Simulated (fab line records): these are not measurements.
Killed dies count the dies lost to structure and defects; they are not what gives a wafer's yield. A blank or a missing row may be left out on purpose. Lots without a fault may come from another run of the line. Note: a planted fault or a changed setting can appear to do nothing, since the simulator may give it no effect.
fab line records -- flow nandHarc
record lots=24, wafers=72, lastDay=24
route steps=1159 shown P_GATE@207 P_CONTACT@241 P_M0@265
lots that met no fault: taken from a fault-free run of the same line
startH: the number of hours between the record's first day and the start of the first shown wafer of the lot -- waitH: time in hours since the lot's previous step -- " same as the row above -- L1.1+2: one row covering several wafers at once -- - value missing, or start not given -- * or withheld: withheld -- < > ~ a bound
route shown NAME@n: names a module that has steps shown in the file, with the first one's number in the route -- usual: average and standard deviation across the fault-free wafers -- same: alike in all rows -- chamber/n: place in a boat -- sites: per-site readings -- _std_site: standard deviation across them -- _edge_site: the outer-site mean with the inner-site mean subtracted -- radiusMm: how far each site lies from the wafer's centre -- mask NAME#n: copy n -- behind: tool/chamber where the wafer was last shaped -- hold: cause of the lot's hold/its duration in hours/its outcome -- device: transistor that didn't switch, given as n, p or np -- end of line: the tests these same wafers got at the end of their route -- for a step that has no rows: nothing shown but its recipe -- killed: at the first sort, the dies lost to defects and structure; wafer yield is something else -- map: a wafer's dies, x killed, . not, _ none there
set.NAME: the setting the step ran with; set.NAME@STEP: the setting that earlier step ran with -- model.NAME: the simulator's own value behind a step, which no gauge read
a sample of lots followed through the steps of the route, with each step as a table and each wafer as a row
services: a tool's chamber out of use, with start hour (startH, from the record's first day; less than 0 if before it), hours out, and reason
## steps
# step NHARC_P_GATE_RTA_64
# recipe tempC=1050, timeS=1
# usual lampPowerPct=29/3.3, lamp_zone_3_pct=29/3.3, lamp_zone_4_pct=29/3.3, lamp_zone_7_pct=30/3.3, wafer_temp_C_max=1053.6/0.86
lot.wafer,tool,chamber,startH,waitH,lampPowerPct,lamp_zone_3_pct,lamp_zone_4_pct,lamp_zone_7_pct,wafer_temp_C_max
L074.2,rtpAnneal-02,0,107.64,-,27,27,27,27,1054.5
L074.5,rtpAnneal-02,0,107.64,-,27,27,27,27,1053.2
L074.6,rtpAnneal-02,0,107.64,-,27,27,27,27,1052.3
L075.1,rtpAnneal-02,0,112.98,-,27,27,27,27,1053.9
L075.5,rtpAnneal-02,0,112.98,-,27,27,27,27,1053.8
L075.6,rtpAnneal-02,0,112.98,-,27,27,27,27,1053.8
L077.2,rtpAnneal-02,0,125.65,-,27,26,27,27,1054.6
L077.3,rtpAnneal-02,0,125.65,-,27,27,27,27,1052.8
L077.5,rtpAnneal-02,0,125.65,-,27,27,27,27,1054.2
L078.1,rtpAnneal-02,0,126.40,-,27,27,27,27,1054.9
L078.5,rtpAnneal-02,0,126.40,-,27,27,27,27,1053.1
L078.6,rtpAnneal-02,0,126.40,-,27,27,27,27,1054.4
L076.2,rtpAnneal-02,0,126.75,-,27,27,26,27,1053.0
L076.4,rtpAnneal-02,0,126.75,-,27,27,27,27,1054.8
L076.6,rtpAnneal-02,0,126.75,-,27,27,27,27,1053.1
L079.1,rtpAnneal-02,0,143.90,-,27,27,27,27,1055.1
L079.2,rtpAnneal-02,0,143.90,-,27,27,27,27,1053.6
L079.4,rtpAnneal-02,0,143.90,-,27,27,27,27,1055.5
L080.1,rtpAnneal-02,0,144.57,-,27,27,27,27,1053.4
L080.2,rtpAnneal-02,0,144.57,-,27,27,27,27,1052.9
L080.5,rtpAnneal-02,0,144.57,-,27,27,27,27,1053.4
L082.1,rtpAnneal-02,0,151.01,-,27,27,27,27,1053.1
L082.4,rtpAnneal-02,0,151.01,-,27,27,27,27,1052.9
L082.6,rtpAnneal-02,0,151.01,-,27,27,27,27,1052.4
L081.1,rtpAnneal-02,0,151.75,-,26,26,27,27,1053.2
L081.4,rtpAnneal-02,0,151.75,-,26,26,27,27,1053.8
L081.6,rtpAnneal-02,0,151.75,-,27,26,27,27,1053.6
L083.1,rtpAnneal-02,0,158.68,-,27,27,27,27,1055.4
L083.2,rtpAnneal-02,0,158.68,-,27,27,27,27,1054.3
L083.5,rtpAnneal-02,0,158.68,-,27,27,27,27,1055.5
L084.2,rtpAnneal-01,0,167.80,-,33,33,33,34,1052.3
L084.3,rtpAnneal-01,0,167.80,-,33,33,33,34,1052.8
L084.5,rtpAnneal-01,0,167.80,-,33,33,33,34,1053.6
L085.1,rtpAnneal-01,0,185.19,-,33,33,33,34,1053.6
L085.5,rtpAnneal-01,0,185.19,-,33,33,33,34,1054.0
L085.6,rtpAnneal-01,0,185.19,-,33,33,33,34,1053.3
L087.3,rtpAnneal-02,0,185.71,-,27,27,27,27,1054.8
L087.5,rtpAnneal-02,0,185.71,-,27,27,27,27,1053.8
L087.6,rtpAnneal-02,0,185.71,-,27,27,27,27,1054.7
L086.1,rtpAnneal-01,0,186.00,-,33,33,33,34,1053.1
L086.3,rtpAnneal-01,0,186.00,-,33,33,33,34,1053.2
L086.6,rtpAnneal-01,0,186.00,-,33,33,33,34,1052.3
L088.1,rtpAnneal-02,0,194.85,-,27,27,27,27,1053.1
L088.2,rtpAnneal-02,0,194.85,-,27,27,27,27,1053.6
L088.4,rtpAnneal-02,0,194.85,-,27,27,27,27,1054.4
L089.1,rtpAnneal-01,0,195.46,-,33,33,33,34,1053.8
L089.2,rtpAnneal-01,0,195.46,-,33,33,33,34,1052.6
L089.5,rtpAnneal-01,0,195.46,-,33,33,33,34,1053.4
L090.1,rtpAnneal-01,0,203.58,-,33,33,33,34,1051.9
L090.3,rtpAnneal-01,0,203.58,-,33,33,33,34,1053.7
L090.6,rtpAnneal-01,0,203.58,-,33,33,33,34,1053.2
L091.1,rtpAnneal-01,0,211.34,-,33,33,33,34,1054.1
L091.5,rtpAnneal-01,0,211.34,-,33,33,33,34,1054.4
L091.6,rtpAnneal-01,0,211.34,-,33,33,33,34,1053.6
L092.1,rtpAnneal-01,0,215.28,-,33,33,33,34,1053.5
L092.2,rtpAnneal-01,0,215.28,-,33,33,33,34,1053.3
L092.4,rtpAnneal-01,0,215.28,-,33,33,33,33,1052.7
L093.1,rtpAnneal-01,0,220.99,-,33,33,33,34,1052.7
L093.3,rtpAnneal-01,0,220.99,-,33,33,33,34,1053.6
L093.4,rtpAnneal-01,0,220.99,-,33,33,33,34,1051.7
L094.1,rtpAnneal-02,0,221.31,-,27,27,27,27,1053.7
L094.3,rtpAnneal-02,0,221.31,-,27,27,27,27,1054.0
L094.4,rtpAnneal-02,0,221.31,-,27,27,27,27,1055.3
L095.1,rtpAnneal-01,0,231.94,-,33,33,33,34,1052.6
L095.2,rtpAnneal-01,0,231.94,-,33,33,33,34,1053.1
L095.3,rtpAnneal-01,0,231.94,-,33,33,33,34,1052.1
L096.2,rtpAnneal-02,0,232.43,-,27,27,27,27,1054.3
L096.4,rtpAnneal-02,0,232.43,-,27,27,27,27,1053.3
L096.6,rtpAnneal-02,0,232.43,-,27,27,26,27,1053.3
L097.1,rtpAnneal-01,0,246.63,-,33,33,33,34,1052.4
L097.3,rtpAnneal-01,0,246.63,-,33,33,33,34,1053.9
L097.5,rtpAnneal-01,0,246.63,-,33,33,33,34,1053.2
# step NHARC_P_CONTACT_CD_MEAS_19
# usual cdNm=89.1/2
lot.wafer,tool,chamber,startH,waitH,cdNm
L074.2,cdSem-02,-,112.34,-,86.5
L074.5,cdSem-02,-,112.34,-,90.8
L074.6,cdSem-02,-,112.34,-,91.2
L075.1,cdSem-02,-,117.08,-,90.6
L075.5,cdSem-02,-,117.08,-,90.8
L075.6,cdSem-02,-,117.08,-,88.7
L077.2,cdSem-02,-,129.56,-,88.7
L077.3,cdSem-02,-,129.56,-,89.5
L077.5,cdSem-02,-,129.56,-,87.3
L078.1,cdSem-02,-,130.51,-,92.3
L078.5,cdSem-02,-,130.51,-,88.4
L078.6,cdSem-02,-,130.51,-,90.5
L076.2,cdSem-01,-,131.04,-,92.6
L076.4,cdSem-01,-,131.04,-,87.7
L076.6,cdSem-01,-,131.04,-,89.9
L079.1,cdSem-03,-,148.30,-,93.1
L079.2,cdSem-03,-,148.30,-,88.4
L079.4,cdSem-03,-,148.30,-,91.3
L080.1,cdSem-02,-,150.30,-,88.9
L080.2,cdSem-02,-,150.30,-,89.7
L080.5,cdSem-02,-,150.30,-,88.9
L082.1,cdSem-03,-,155.38,-,90.3
L082.4,cdSem-03,-,155.38,-,90.1
L082.6,cdSem-03,-,155.38,-,88.6
L081.1,cdSem-02,-,155.85,-,91.0
L081.4,cdSem-02,-,155.85,-,88.0
L081.6,cdSem-02,-,155.85,-,87.7
L083.1,cdSem-02,-,163.08,-,89.9
L083.2,cdSem-02,-,163.08,-,87.1
L083.5,cdSem-02,-,163.08,-,87.5
L084.2,cdSem-01,-,171.87,-,90.1
L084.3,cdSem-01,-,171.87,-,88.6
L084.5,cdSem-01,-,171.87,-,88.8
L085.1,cdSem-03,-,189.24,-,91.2
L085.5,cdSem-03,-,189.24,-,84.8
L085.6,cdSem-03,-,189.24,-,90.5
L087.3,cdSem-02,-,189.64,-,91.1
L087.5,cdSem-02,-,189.64,-,90.4
L087.6,cdSem-02,-,189.64,-,89.1
L086.1,cdSem-01,-,189.94,-,85.8
L086.3,cdSem-01,-,189.94,-,88.4
L086.6,cdSem-01,-,189.94,-,89.8
L088.1,cdSem-01,-,198.86,-,88.7
L088.2,cdSem-01,-,198.86,-,87.8
L088.4,cdSem-01,-,198.86,-,86.2
L089.1,cdSem-01,-,199.65,-,89.2
L089.2,cdSem-01,-,199.65,-,88.9
L089.5,cdSem-01,-,199.65,-,90.7
L090.1,cdSem-03,-,207.95,-,90.2
L090.3,cdSem-03,-,207.95,-,86.1
L090.6,cdSem-03,-,207.95,-,92.3
L091.1,cdSem-03,-,215.28,-,87.3
L091.5,cdSem-03,-,215.28,-,90.5
L091.6,cdSem-03,-,215.28,-,88.7
L092.1,cdSem-01,-,219.23,-,88.2
L092.2,cdSem-01,-,219.23,-,87.6
L092.4,cdSem-01,-,219.23,-,88.9
L093.1,cdSem-01,-,224.92,-,88.8
L093.3,cdSem-01,-,224.92,-,89.5
L093.4,cdSem-01,-,224.92,-,88.9
L094.1,cdSem-02,-,225.24,-,90.8
L094.3,cdSem-02,-,225.24,-,83.3
L094.4,cdSem-02,-,225.24,-,89.6
L095.1,cdSem-02,-,235.76,-,90.8
L095.2,cdSem-02,-,235.76,-,90.5
L095.3,cdSem-02,-,235.76,-,81.6
L096.2,cdSem-01,-,236.62,-,86.8
L096.4,cdSem-01,-,236.62,-,87.3
L096.6,cdSem-01,-,236.62,-,87.7
L097.1,cdSem-01,-,250.77,-,94.1
L097.3,cdSem-01,-,250.77,-,90.1
L097.5,cdSem-01,-,250.77,-,89.5
# step NHARC_P_CONTACT_INSPECT_27
# usual rawDefectCount=291/89
lot.wafer,tool,chamber,startH,waitH,rawDefectCount
L074.2,defectInspect-02,-,114.59,0.1,284
L074.5,defectInspect-02,-,114.59,0.1,328
L074.6,defectInspect-02,-,114.59,0.1,386
L075.1,defectInspect-02,-,125.60,0.1,471
L075.5,defectInspect-02,-,125.60,0.1,249
L075.6,defectInspect-02,-,125.60,0.1,376
L077.2,defectInspect-01,-,132.38,0.1,314
L077.3,defectInspect-01,-,132.38,0.1,225
L077.5,defectInspect-01,-,132.38,0.1,322
L078.1,defectInspect-02,-,132.75,0.1,273
L078.5,defectInspect-02,-,132.75,0.1,210
L078.6,defectInspect-02,-,132.75,0.1,134
L076.2,defectInspect-02,-,133.26,0.1,151
L076.4,defectInspect-02,-,133.26,0.1,296
L076.6,defectInspect-02,-,133.26,0.1,355
L079.1,defectInspect-01,-,152.12,0.1,269
L079.2,defectInspect-01,-,152.12,0.1,241
L079.4,defectInspect-01,-,152.12,0.1,234
L080.1,defectInspect-01,-,152.72,0.1,228
L080.2,defectInspect-01,-,152.72,0.1,368
L080.5,defectInspect-01,-,152.72,0.1,286
L082.1,defectInspect-02,-,160.38,0.1,362
L082.4,defectInspect-02,-,160.38,0.1,279
L082.6,defectInspect-02,-,160.38,0.1,406
L081.1,defectInspect-02,-,163.37,0.1,296
L081.4,defectInspect-02,-,163.37,0.1,286
L081.6,defectInspect-02,-,163.37,0.1,458
L083.1,defectInspect-02,-,165.40,0.1,212
L083.2,defectInspect-02,-,165.40,0.1,202
L083.5,defectInspect-02,-,165.40,0.1,240
L084.2,defectInspect-02,-,174.09,0.1,307
L084.3,defectInspect-02,-,174.09,0.1,156
L084.5,defectInspect-02,-,174.09,0.1,272
L085.1,defectInspect-02,-,191.48,0.1,275
L085.5,defectInspect-02,-,191.48,0.1,180
L085.6,defectInspect-02,-,191.48,0.1,200
L087.3,defectInspect-01,-,191.88,0.1,230
L087.5,defectInspect-01,-,191.88,0.1,146
L087.6,defectInspect-01,-,191.88,0.1,128
L086.1,defectInspect-01,-,192.20,0.1,243
L086.3,defectInspect-01,-,192.20,0.1,283
L086.6,defectInspect-01,-,192.20,0.1,311
L088.1,defectInspect-02,-,208.29,0.1,209
L088.2,defectInspect-02,-,208.29,0.1,226
L088.4,defectInspect-02,-,208.29,0.1,286
L089.1,defectInspect-02,-,208.82,0.1,300
L089.2,defectInspect-02,-,208.82,0.1,189
L089.5,defectInspect-02,-,208.82,0.1,177
L090.1,defectInspect-02,-,214.43,0.1,312
L090.3,defectInspect-02,-,214.43,0.1,281
L090.6,defectInspect-02,-,214.43,0.1,315
L091.1,defectInspect-01,-,223.34,0.1,287
L091.5,defectInspect-01,-,223.34,0.1,295
L091.6,defectInspect-01,-,223.34,0.1,242
L092.1,defectInspect-01,-,223.91,0.1,468
L092.2,defectInspect-01,-,223.91,0.1,336
L092.4,defectInspect-01,-,223.91,0.1,458
L093.1,defectInspect-02,-,227.13,0.1,352
L093.3,defectInspect-02,-,227.13,0.1,327
L093.4,defectInspect-02,-,227.13,0.1,440
L094.1,defectInspect-02,-,227.45,0.1,248
L094.3,defectInspect-02,-,227.45,0.1,309
L094.4,defectInspect-02,-,227.45,0.1,313
L095.1,defectInspect-02,-,237.97,0.1,216
L095.2,defectInspect-02,-,237.97,0.1,213
L095.3,defectInspect-02,-,237.97,0.1,222
L096.2,defectInspect-02,-,238.87,0.1,364
L096.4,defectInspect-02,-,238.87,0.1,288
L096.6,defectInspect-02,-,238.87,0.1,322
L097.1,defectInspect-01,-,255.94,0.1,492
L097.3,defectInspect-01,-,255.94,0.1,384
L097.5,defectInspect-01,-,255.94,0.1,281
# step NHARC_P_M0_INSPECT_11
# usual rawDefectCount=3.9/2.4
lot.wafer,tool,chamber,startH,waitH,rawDefectCount
L074.2,defectInspect-01,-,115.52,0.0,4
L074.5,defectInspect-01,-,115.52,0.0,2
L074.6,defectInspect-01,-,115.52,0.0,2
L075.1,defectInspect-02,-,126.63,0.0,2
L075.5,defectInspect-02,-,126.63,0.0,2
L075.6,defectInspect-02,-,126.63,0.0,1
L077.2,defectInspect-01,-,133.41,0.1,9
L077.3,defectInspect-01,-,133.41,0.1,9
L077.5,defectInspect-01,-,133.41,0.1,10
L078.1,defectInspect-01,-,133.78,0.0,3
L078.5,defectInspect-01,-,133.78,0.0,4
L078.6,defectInspect-01,-,133.78,0.0,2
L076.2,defectInspect-01,-,134.16,0.0,3
L076.4,defectInspect-01,-,134.16,0.0,5
L076.6,defectInspect-01,-,134.16,0.0,5
L079.1,defectInspect-02,-,153.14,0.0,1
L079.2,defectInspect-02,-,153.14,0.0,1
L079.4,defectInspect-02,-,153.14,0.0,1
L080.1,defectInspect-01,-,153.62,0.0,2
L080.2,defectInspect-01,-,153.62,0.0,3
L080.5,defectInspect-01,-,153.62,0.0,1
L082.1,defectInspect-01,-,161.94,0.0,2
L082.4,defectInspect-01,-,161.94,0.0,1
L082.6,defectInspect-01,-,161.94,0.0,1
L081.1,defectInspect-01,-,164.39,0.0,3
L081.4,defectInspect-01,-,164.39,0.0,5
L081.6,defectInspect-01,-,164.39,0.0,4
L083.1,defectInspect-01,-,166.78,0.0,5
L083.2,defectInspect-01,-,166.78,0.0,9
L083.5,defectInspect-01,-,166.78,0.0,4
L084.2,defectInspect-02,-,174.99,0.0,1
L084.3,defectInspect-02,-,174.99,0.0,2
L084.5,defectInspect-02,-,174.99,0.0,1
L085.1,defectInspect-01,-,192.50,0.0,2
L085.5,defectInspect-01,-,192.50,0.0,1
L085.6,defectInspect-01,-,192.50,0.0,2
L087.3,defectInspect-02,-,192.90,0.0,6
L087.5,defectInspect-02,-,192.90,0.0,4
L087.6,defectInspect-02,-,192.90,0.0,7
L086.1,defectInspect-01,-,193.22,0.0,7
L086.3,defectInspect-01,-,193.22,0.0,3
L086.6,defectInspect-01,-,193.22,0.0,5
L088.1,defectInspect-02,-,209.31,0.0,6
L088.2,defectInspect-02,-,209.31,0.0,0
L088.4,defectInspect-02,-,209.31,0.0,0
L089.1,defectInspect-01,-,209.85,0.0,4
L089.2,defectInspect-01,-,209.85,0.0,3
L089.5,defectInspect-01,-,209.85,0.0,6
L090.1,defectInspect-02,-,215.45,0.0,7
L090.3,defectInspect-02,-,215.45,0.0,6
L090.6,defectInspect-02,-,215.45,0.0,7
L091.1,defectInspect-01,-,224.24,0.0,3
L091.5,defectInspect-01,-,224.24,0.0,5
L091.6,defectInspect-01,-,224.24,0.0,8
L092.1,defectInspect-01,-,224.94,0.0,9
L092.2,defectInspect-01,-,224.94,0.0,9
L092.4,defectInspect-01,-,224.94,0.0,11
L093.1,defectInspect-02,-,228.21,0.0,6
L093.3,defectInspect-02,-,228.21,0.0,7
L093.4,defectInspect-02,-,228.21,0.0,7
L094.1,defectInspect-02,-,228.48,0.0,4
L094.3,defectInspect-02,-,228.48,0.0,2
L094.4,defectInspect-02,-,228.48,0.0,2
L095.1,defectInspect-01,-,238.87,0.0,4
L095.2,defectInspect-01,-,238.87,0.0,6
L095.3,defectInspect-01,-,238.87,0.0,1
L096.2,defectInspect-02,-,239.91,0.0,3
L096.4,defectInspect-02,-,239.91,0.0,5
L096.6,defectInspect-02,-,239.91,0.0,3
L097.1,defectInspect-01,-,256.84,0.0,6
L097.3,defectInspect-01,-,256.84,0.0,2
L097.5,defectInspect-01,-,256.84,0.0,5
# step NHARC_P_M0_ETCH_34
# recipe targetDepthA=400, overetchA=120, timeS=43.94, ionEnergyEv=200, n2FlowSccm=150, h2FlowSccm=150, arFlowSccm=0, rfW=400, biasW=150, chemistry=N2/H2
# usual drypumpMotorCurrentA=5.6/0.32, oesProductAu=0.996/0.011, rfVppV=430.7/2.3, showerheadPlenumPTorr=2.05/0.084, throttleValvePct=14.172/0.0093
lot.wafer,tool,chamber,startH,waitH,drypumpMotorCurrentA,oesProductAu,rfHoursCounterH,rfVppV,showerheadPlenumPTorr,throttleValvePct
L074.2,rieDiel-02,3,115.67,0.1,5.8,0.998,10,434.9,2.20,14.178
L074.5,rieDiel-02,2,115.67,0.1,5.7,1.006,-,435.8,2.18,14.170
L074.6,rieDiel-02,3,115.67,0.1,5.8,1.001,-,435.8,2.20,14.167
L075.1,rieDiel-07,3,126.77,0.1,5.6,0.974,5,432.1,2.04,14.178
L075.6,rieDiel-07,3,126.77,0.1,5.6,0.973,-,429.7,2.04,14.168
L075.5,rieDiel-07,0,126.77,0.1,6.1,0.986,-,426.7,1.92,14.156
L077.3,rieDiel-04,0,133.61,0.1,5.4,1.003,0,434.4,2.19,14.170
L077.2,rieDiel-04,1,133.61,0.1,5.2,1.007,0,429.4,2.02,14.173
L077.5,rieDiel-04,0,133.61,0.1,5.4,1.008,-,432.9,2.19,14.165
L078.1,rieDiel-07,2,133.95,0.1,5.3,0.992,6,430.1,2.00,14.166
L078.5,rieDiel-07,1,133.95,0.1,5.3,1.013,-,430.7,2.06,14.171
L078.6,rieDiel-07,3,133.95,0.1,5.6,0.986,-,431.8,2.04,14.157
L076.2,rieDiel-04,3,134.31,0.1,5.2,0.993,0,433.0,2.06,14.178
L076.4,rieDiel-04,2,134.31,0.1,6.5,0.992,0,432.6,2.13,14.165
L076.6,rieDiel-04,3,134.31,0.1,5.2,0.985,-,430.4,2.06,14.181
L079.1,rieDiel-07,3,153.29,0.1,5.6,0.993,6,431.2,2.04,14.171
L079.2,rieDiel-07,1,153.29,0.1,5.3,1.013,7,430.5,2.06,14.175
L079.4,rieDiel-07,2,153.29,0.1,5.3,0.997,7,429.5,2.00,14.184
L080.1,rieDiel-07,3,153.76,0.1,5.6,0.982,6,430.3,2.04,14.178
L080.2,rieDiel-07,2,153.76,0.1,5.3,0.994,7,429.3,2.00,14.172
L080.5,rieDiel-07,0,153.76,0.1,6.1,0.997,-,426.8,1.92,14.159
L082.4,rieDiel-02,2,162.11,0.1,5.7,1.009,0,433.7,2.18,14.161
L082.1,rieDiel-02,3,162.11,0.1,5.8,0.976,1,435.1,2.20,14.176
L082.6,rieDiel-02,2,162.11,0.1,5.7,1.005,-,435.0,2.18,14.172
L081.1,rieDiel-04,3,164.54,0.1,5.2,0.991,2,431.3,2.06,14.165
L081.4,rieDiel-04,2,164.54,0.1,6.5,0.986,2,433.4,2.13,14.163
L081.6,rieDiel-04,3,164.54,0.1,5.2,0.994,-,430.3,2.06,14.158
L083.1,rieDiel-07,1,166.93,0.1,5.3,1.008,8,430.6,2.06,14.157
L083.2,rieDiel-07,0,166.93,0.1,6.1,0.994,7,426.1,1.92,14.175
L083.5,rieDiel-07,2,166.93,0.1,5.3,0.995,-,430.1,2.00,14.200
L084.3,rieDiel-02,1,175.14,0.1,5.8,1.007,2,429.2,1.99,14.176
L084.2,rieDiel-02,2,175.14,0.1,5.8,1.017,2,433.9,2.18,14.165
L084.5,rieDiel-02,1,175.14,0.1,5.8,1.005,-,429.2,1.99,14.166
L085.1,rieDiel-07,1,192.66,0.1,5.3,1.013,9,431.5,2.06,14.166
L085.6,rieDiel-07,0,192.66,0.1,6.1,0.993,-,426.3,1.91,14.167
L085.5,rieDiel-07,1,192.66,0.1,5.3,1.013,-,430.7,2.06,14.172
L087.3,rieDiel-07,2,193.05,0.1,5.3,0.988,9,430.9,2.00,14.171
L087.5,rieDiel-07,1,193.05,0.1,5.4,1.004,-,429.5,2.06,14.163
L087.6,rieDiel-07,2,193.05,0.1,5.3,0.993,-,429.8,2.00,14.171
L086.3,rieDiel-07,1,193.38,0.1,5.3,0.999,9,430.8,2.06,14.178
L086.1,rieDiel-07,2,193.38,0.1,5.3,0.987,9,432.1,2.00,14.175
L086.6,rieDiel-07,0,193.38,0.1,6.1,0.986,-,427.1,1.91,14.156
L088.1,rieDiel-07,0,209.46,0.1,6.1,0.992,10,427.6,1.91,14.179
L088.4,rieDiel-07,2,209.46,0.1,5.3,0.998,10,428.2,2.00,14.166
L088.2,rieDiel-07,3,209.46,0.1,5.6,0.980,10,431.1,2.04,14.174
L089.1,rieDiel-02,0,209.99,0.1,5.5,1.006,3,428.4,2.00,14.180
L089.2,rieDiel-02,3,209.99,0.1,5.8,0.987,4,433.9,2.20,14.173
L089.5,rieDiel-02,1,209.99,0.1,5.8,0.984,-,430.8,1.99,14.163
L090.3,rieDiel-07,0,215.61,0.1,6.1,0.975,10,428.8,1.91,14.172
L090.1,rieDiel-07,1,215.61,0.1,5.3,1.005,10,431.6,2.06,14.175
L090.6,rieDiel-07,2,215.61,0.1,5.4,0.985,-,428.7,2.00,14.180
L091.1,rieDiel-07,3,224.39,0.1,5.6,0.987,11,430.7,2.04,14.178
L091.6,rieDiel-07,2,224.39,0.1,5.3,0.998,-,431.9,2.00,14.173
L091.5,rieDiel-07,3,224.39,0.1,5.6,0.975,-,430.6,2.04,14.169
L092.2,rieDiel-04,3,225.09,0.1,5.2,1.001,6,430.8,2.05,14.179
L092.1,rieDiel-04,0,225.09,0.1,5.4,1.014,6,433.2,2.18,14.159
L092.4,rieDiel-04,1,225.09,0.1,5.3,1.010,7,429.9,2.01,14.184
L093.1,rieDiel-04,0,228.35,0.1,5.4,1.007,6,433.1,2.18,14.170
L093.4,rieDiel-04,1,228.35,0.1,5.2,1.011,7,430.1,2.01,14.157
L093.3,rieDiel-04,2,228.35,0.1,6.5,1.008,6,432.7,2.13,14.181
L094.3,rieDiel-02,1,228.64,0.1,5.8,0.998,5,429.1,1.99,14.155
L094.1,rieDiel-02,2,228.64,0.1,5.7,0.999,5,434.5,2.18,14.162
L094.4,rieDiel-02,3,228.64,0.1,5.9,0.975,5,432.9,2.20,14.178
L095.3,rieDiel-07,0,239.02,0.1,6.1,0.994,0,427.7,1.91,14.175
L095.1,rieDiel-07,1,239.02,0.1,5.3,1.010,0,431.3,2.06,14.176
L095.2,rieDiel-07,2,239.02,0.1,5.4,0.997,0,429.8,2.00,14.173
L096.2,rieDiel-02,2,240.08,0.1,5.8,1.011,5,432.1,2.18,14.186
L096.4,rieDiel-02,1,240.08,0.1,5.8,0.991,-,430.7,1.99,14.179
L096.6,rieDiel-02,2,240.08,0.1,5.7,1.021,-,434.2,2.18,14.173
L097.1,rieDiel-07,3,256.99,0.1,5.6,0.990,2,429.8,2.04,14.178
L097.3,rieDiel-07,0,256.99,0.1,6.1,0.995,2,427.2,1.91,14.177
L097.5,rieDiel-07,2,256.99,0.1,5.3,1.003,-,430.8,2.00,14.177
# step NHARC_P_M0_ANNEAL_30
# recipe tempC=225, timeS=90
# usual wafer_temp_C_max=225.71/0.24
lot.wafer,tool,chamber,startH,waitH,wafer_temp_C_max
L074.2,rtpAnneal-01,0,117.29,0.3,225.96
L074.5,rtpAnneal-01,0,117.29,0.3,225.85
L074.6,rtpAnneal-01,0,117.29,0.3,225.55
L075.1,rtpAnneal-02,0,128.37,-,226.05
L075.5,rtpAnneal-02,0,128.37,-,226.14
L075.6,rtpAnneal-02,0,128.37,-,225.88
L077.2,rtpAnneal-02,0,135.24,0.3,225.93
L077.3,rtpAnneal-02,0,135.24,0.3,225.65
L077.5,rtpAnneal-02,0,135.24,0.3,225.61
L078.1,rtpAnneal-01,0,135.62,0.3,225.70
L078.5,rtpAnneal-01,0,135.62,0.3,225.47
L078.6,rtpAnneal-01,0,135.62,0.3,225.68
L076.2,rtpAnneal-02,0,135.97,-,225.41
L076.4,rtpAnneal-02,0,135.97,-,225.81
L076.6,rtpAnneal-02,0,135.97,-,225.39
L079.1,rtpAnneal-02,0,154.86,0.3,225.74
L079.2,rtpAnneal-02,0,154.86,0.3,225.88
L079.4,rtpAnneal-02,0,154.86,0.3,225.86
L080.1,rtpAnneal-02,0,155.34,-,225.81
L080.2,rtpAnneal-02,0,155.34,-,226.03
L080.5,rtpAnneal-02,0,155.34,-,225.77
L082.1,rtpAnneal-01,0,163.76,0.4,225.60
L082.4,rtpAnneal-01,0,163.76,0.4,225.28
L082.6,rtpAnneal-01,0,163.76,0.4,225.52
L081.1,rtpAnneal-02,0,166.12,0.3,226.38
L081.4,rtpAnneal-02,0,166.12,0.3,226.07
L081.6,rtpAnneal-02,0,166.12,0.3,226.16
L083.1,rtpAnneal-02,0,168.54,-,226.12
L083.2,rtpAnneal-02,0,168.54,-,225.84
L083.5,rtpAnneal-02,0,168.54,-,225.53
L084.2,rtpAnneal-02,0,176.77,-,225.92
L084.3,rtpAnneal-02,0,176.77,-,225.55
L084.5,rtpAnneal-02,0,176.77,-,225.89
L085.1,rtpAnneal-02,0,194.33,-,225.75
L085.5,rtpAnneal-02,0,194.33,-,226.16
L085.6,rtpAnneal-02,0,194.33,-,225.94
L087.3,rtpAnneal-01,0,194.79,-,225.71
L087.5,rtpAnneal-01,0,194.79,-,225.82
L087.6,rtpAnneal-01,0,194.79,-,225.56
L086.1,rtpAnneal-02,0,195.02,-,226.28
L086.3,rtpAnneal-02,0,195.02,-,225.86
L086.6,rtpAnneal-02,0,195.02,-,225.87
L088.1,rtpAnneal-01,0,211.03,0.3,225.68
L088.2,rtpAnneal-01,0,211.03,0.3,225.64
L088.4,rtpAnneal-01,0,211.03,0.3,225.10
L089.1,rtpAnneal-01,0,211.68,0.4,225.53
L089.2,rtpAnneal-01,0,211.68,0.4,225.30
L089.5,rtpAnneal-01,0,211.68,0.4,225.63
L090.1,rtpAnneal-02,0,217.17,-,225.67
L090.3,rtpAnneal-02,0,217.17,-,225.91
L090.6,rtpAnneal-02,0,217.17,-,225.89
L091.1,rtpAnneal-01,0,226.09,-,225.80
L091.5,rtpAnneal-01,0,226.09,-,225.52
L091.6,rtpAnneal-01,0,226.09,-,225.24
L092.1,rtpAnneal-01,0,226.72,0.3,225.65
L092.2,rtpAnneal-01,0,226.72,0.3,225.30
L092.4,rtpAnneal-01,0,226.72,0.3,225.39
L093.1,rtpAnneal-02,0,229.95,0.3,225.80
L093.3,rtpAnneal-02,0,229.95,0.3,225.97
L093.4,rtpAnneal-02,0,229.95,0.3,225.92
L094.1,rtpAnneal-02,0,230.27,0.3,225.71
L094.3,rtpAnneal-02,0,230.27,0.3,225.74
L094.4,rtpAnneal-02,0,230.27,0.3,225.73
L095.1,rtpAnneal-01,0,240.58,-,225.46
L095.2,rtpAnneal-01,0,240.58,-,225.50
L095.3,rtpAnneal-01,0,240.58,-,225.29
L096.2,rtpAnneal-01,0,241.73,-,225.36
L096.4,rtpAnneal-01,0,241.73,-,225.39
L096.6,rtpAnneal-01,0,241.73,-,225.36
L097.1,rtpAnneal-01,0,258.57,0.3,225.72
L097.3,rtpAnneal-01,0,258.57,0.3,225.97
L097.5,rtpAnneal-01,0,258.57,0.3,225.67
## services
tool,chamber,startH,hours,kind
rieDiel-07,0,84.70,-,clean
rieDiel-07,1,84.70,-,clean
rieDiel-07,2,84.70,-,clean
rieDiel-07,3,84.70,-,clean
rieDiel-07,0,109.20,-,clean
rieDiel-07,1,109.20,-,clean
rieDiel-07,2,109.20,-,clean
rieDiel-07,3,109.20,-,clean
rieDiel-04,-,112.22,9.0,pm
rieDiel-04,1,124.64,1.5,repair
rieDiel-07,0,131.40,3.7,repair
rieDiel-07,1,133.70,-,clean
rieDiel-07,2,133.70,-,clean
rieDiel-07,3,133.70,-,clean
rieDiel-07,1,145.11,7.5,repair
rieDiel-02,-,150.70,9.0,pm
rieDiel-07,0,158.20,-,clean
rieDiel-07,1,158.20,-,clean
rieDiel-04,3,175.33,1.6,repair
rieDiel-04,0,187.04,9.1,repair
rieDiel-07,-,210.52,0.6,repair
rieDiel-02,-,226.54,1.7,repair
rieDiel-07,-,228.52,9.0,pm
rieDiel-02,3,231.53,11.3,repair
## key
fault none
